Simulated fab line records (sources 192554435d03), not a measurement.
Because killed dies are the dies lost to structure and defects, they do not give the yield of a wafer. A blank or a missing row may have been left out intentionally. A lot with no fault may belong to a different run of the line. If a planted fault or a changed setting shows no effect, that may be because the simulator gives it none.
Matching of chambers	flow n5 finfet	3 sister chambers for N5_BEOL_M5_PECVD_70 on pecvd-02
The step deposits SiO2 from TEOS/O2, target thk 16 nm, time 18 s. 3 wafers are shown with their chamber, then 11 later ones without.

WAFERS PAIRED WITH THEIR CHAMBERS
wafer	chamber	throttle valve pct (%)
L078.3	0	23.0
L088.5	1	21.6
L090.3	2	21.1

WAFERS WITH NO CHAMBER GIVEN
wafer	throttle valve pct (%)
L090.5	21.5
L090.6	22.0
L093.1	21.4
L093.3	21.4
L093.6	22.9
L094.2	21.6
L094.3	22.7
L094.5	22.7
L096.3	21.7
L096.4	21.8
L096.5	22.8

CHAMBER TAKEN BY EACH
wafer	from the rows above	in truth
L090.5	can't be placed: 1 or 2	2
L090.6	1	1
L093.1	can't be placed: 1 or 2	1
L093.3	can't be placed: 1 or 2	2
L093.6	0	0
L094.2	1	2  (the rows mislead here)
L094.3	0	0
L094.5	0	0
L096.3	1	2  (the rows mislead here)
L096.4	1	1
L096.5	0	0
6 of 11 placed correctly. Cannot be placed on the basis of these rows: 3; the candidates contain the true chamber in 3. Wrongly placed: 2.
How it was worked out, from the rows above alone: a wafer's distance from a chamber is the root of the sum, over the readings, of the square of ((its reading less the chamber's mean) divided by the reading's scatter). If the next closest chamber is less than 2 further off than the closest, the wafer can't be placed; otherwise it belongs to the closest. For every chamber, the mean is computed from those of its wafers that are shown. The scatter: with one shown wafer a chamber, the root of the mean of the squares of how far each hidden wafer lies from its nearest shown one.
